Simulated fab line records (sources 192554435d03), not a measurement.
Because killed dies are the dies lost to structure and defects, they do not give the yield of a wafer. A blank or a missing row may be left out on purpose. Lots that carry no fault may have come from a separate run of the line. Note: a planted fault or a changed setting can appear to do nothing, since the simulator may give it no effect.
Comparing a struck lot with a sound one || flow n5-finfet || 36 steps out of a route of 1938
Sound: these wafers, L478.4, L478.5, L478.6. Struck: wafer L485.5; the same lot's L485.4 was not struck, so it is left out; see the end for the cause.
Order at every step that has rows: each side's tool, ch and its chambers, its first start. Under that, the readings that differ: sound wafers || struck wafers || difference of the means || sigmas: that difference in standard deviations of wafers without a fault.
alike: same words and numbers on both sides, and readings whose means sit less than 2 such deviations apart. not compared: any withheld reading, any reading some wafer has no value for, any bound like >300 that may hide the same value, and any number with overlapping values for which the record gives no deviation.
A row with sigmas, a row that says differs or no value, or rows on one side alone: a step with any of these is where the two part. Numbers that don't overlap but have no deviation are shown without sigmas and don't part them. A reading that every wafer of one side lacks parts them only if that side has two wafers or more.

first, 9 steps without rows for these wafers: N5_MOL_CONTACT_COAG_PRECLEAN_127 (cleans in DIW, time 57.5 s); N5_MOL_CONTACT_COAG_SRD_128 (dry time 32 s); N5_MOL_CONTACT_COAG_CMP_52 (polishes, stops on SiO2, t overpolish 1.5 s, target thk 66.5 nm); N5_MOL_CONTACT_COAG_ANNEAL_112 (time 1800 s); N5_BEOL_M0_SAQP_PECVD_00 (deposits SiCN from 3MS/NH3, target thk 8 nm, time 14 s); N5_BEOL_M0_SAQP_ILD_DEP_01 (deposits SiOC from DEMS/O2, target thk 45.419 nm, time 8.7 s); N5_BEOL_M0_SAQP_HM_DEP_02 (deposits TiN, target thk 12 nm); N5_BEOL_M0_SAQP_PECVD_03 (deposits SiCN from 3MS/NH3, target thk 12 nm, time 21.1 s); N5_BEOL_M0_SAQP_PECVD_96 (deposits a-Si from SiH4/He, target thk 45 nm, time 45.2 s).
N5_BEOL_M0_SAQP_PECVD_97: deposits SiNx from SiH4/NH3/N2, target thk 23 nm, time 19.9 s.
  sound on pecvd-04 ch 0,1,2, day 8 10:23; struck on pecvd-04 ch 0, day 10 07:58
{"reading": "model.SiNx_of_BEOL_M0_SAQP_PECVD_97.thk-nm (nm)", "sound": "23.2 23 23.2", "struck": 21.6, "difference": -1.5, "sigmas": ""}
  alike: heater-power-w, showerhead-plenum-p-Torr, throttle-valve-pct
  not compared: susceptor-temp-C
then, 24 steps without rows for these wafers: N5_BEOL_M0_SAQP_PECVD_04 (deposits a-Si from SiH4/He, target thk 60 nm, time 60.2 s); N5_BEOL_M0_SAQP_HM_DEP_111 (deposits SiO2 from SiH4/N2O, target thk 12 nm, time 7.2 s); N5_BEOL_M0_SAQP_COAT_81 (time 60 s, resist thk 100 nm); N5_BEOL_M0_SAQP_COAT_82 (time 60 s, resist thk 30 nm); N5_BEOL_M0_SAQP_COAT_08 (resist thk 90 nm); N5_BEOL_M0_SAQP_EBR_10; N5_BEOL_M0_SAQP_SOFTBAKE_09 (time 60 s); N5_BEOL_M0_SAQP_EXPOSE_11 (exposes mask M0 CORE, target cd 42 nm); N5_BEOL_M0_SAQP_PEB_12 (peb time 60 s); N5_BEOL_M0_SAQP_DEVELOP_13 (develop time 30 s); N5_BEOL_M0_SAQP_DESCUM_19 (chemistry O2, time 7.9 s); N5_BEOL_M0_SAQP_ETCH_83 (etches SiARC in CF4, target depth 39 nm, time 65 s); N5_BEOL_M0_SAQP_ETCH_84 (etches SOC in N2/H2, target depth 100 nm, overetch 20 nm, time 150 s); N5_BEOL_M0_SAQP_STRIP_80 (strips in N2/H2); N5_BEOL_M0_SAQP_HM_OPEN_112 (chemistry CHF3/O2, target SiO2, stops on a-Si, target depth 12 nm, time 13.5 s); N5_BEOL_M0_SAQP_STRIP_113 (strips in CHF3/O2); N5_BEOL_M0_SAQP_MANDREL_ETCH_20 (etches a-Si in HBr/Cl2, stops on SiNx, target depth 60 nm, bt time 10 s, time 30 s); N5_BEOL_M0_SAQP_STRIP_86 (strips in N2/H2); N5_BEOL_M0_SAQP_STRIP_115 (strips in post etch residue remover, time 60 s); N5_BEOL_M0_SAQP_SRD_93 (time 30 s); N5_BEOL_M0_SAQP_RECESS_114 (chemistry HF/NH3, target SiO2, target depth 14.4 nm, afs cycles 3, sublimation time 60 s); N5_BEOL_M0_SAQP_SPACER1_ALD_98 (deposits SiO2, target thk 12.8 nm, pulse time 1 s, purge time 2 s); N5_BEOL_M0_SAQP_SPACER1_ETCHBACK_99 (etches SiO2 in CHF3/O2, target depth 15.4 nm, time 7.7 s); N5_BEOL_M0_SAQP_MANDREL1_REMOVE_100 (chemistry HBr/Cl2/O2, target a-Si, stops on SiNx, bt time 10 s).
N5_BEOL_M0_SAQP_ETCH_106: etches SOC in N2/H2, stops on SiNx, target depth 150 nm.
  sound on rie-diel-04 ch 1,2,3, day 8 13:26; struck on rie-diel-01 ch 0, day 10 11:37
{"reading": "drypump-motor-current-A (A)", "sound": "6.4 5.8 5.7", "struck": 5.0, "difference": -1.0, "sigmas": -2}
{"reading": "model.SiNx_of_BEOL_M0_SAQP_PECVD_97.thk-nm (nm)", "sound": "15.6 15.6 15.4", "struck": 13.8, "difference": -1.7, "sigmas": ""}
  alike: h2-flow-sccm, oes-product-au, rf-vpp-V, showerhead-plenum-p-Torr, throttle-valve-pct
  not compared: rf-hours-counter-h
-- the record jumps here: 2 days lie between the struck wafers' starts before and after (it left off in module BEOL_M0_SAQP and takes up again in module BEOL_M4, whose first step shown is number 1111 of the route) --
N5_BEOL_M4_RC_MEAS_101:
  sound on prober-01 ch 0, day 10 14:41; struck on prober-01 ch 0, day 12 19:04
{"reading": "DIBL_P (mV/V)", "sound": "38.9 37.5 39.3", "struck": 34.1, "difference": -4.5, "sigmas": -3}
  alike: DIBL_N, IOFF_N, IOFF_P, ION_N, ION_P, SS_N, SS_P, VT_N, VT_P

== WHERE THEY PART ==
Last at N5_BEOL_M4_RC_MEAS_101 as far as this record goes, first at N5_BEOL_M0_SAQP_ETCH_106.

WHY: whatever the simulator had introduced
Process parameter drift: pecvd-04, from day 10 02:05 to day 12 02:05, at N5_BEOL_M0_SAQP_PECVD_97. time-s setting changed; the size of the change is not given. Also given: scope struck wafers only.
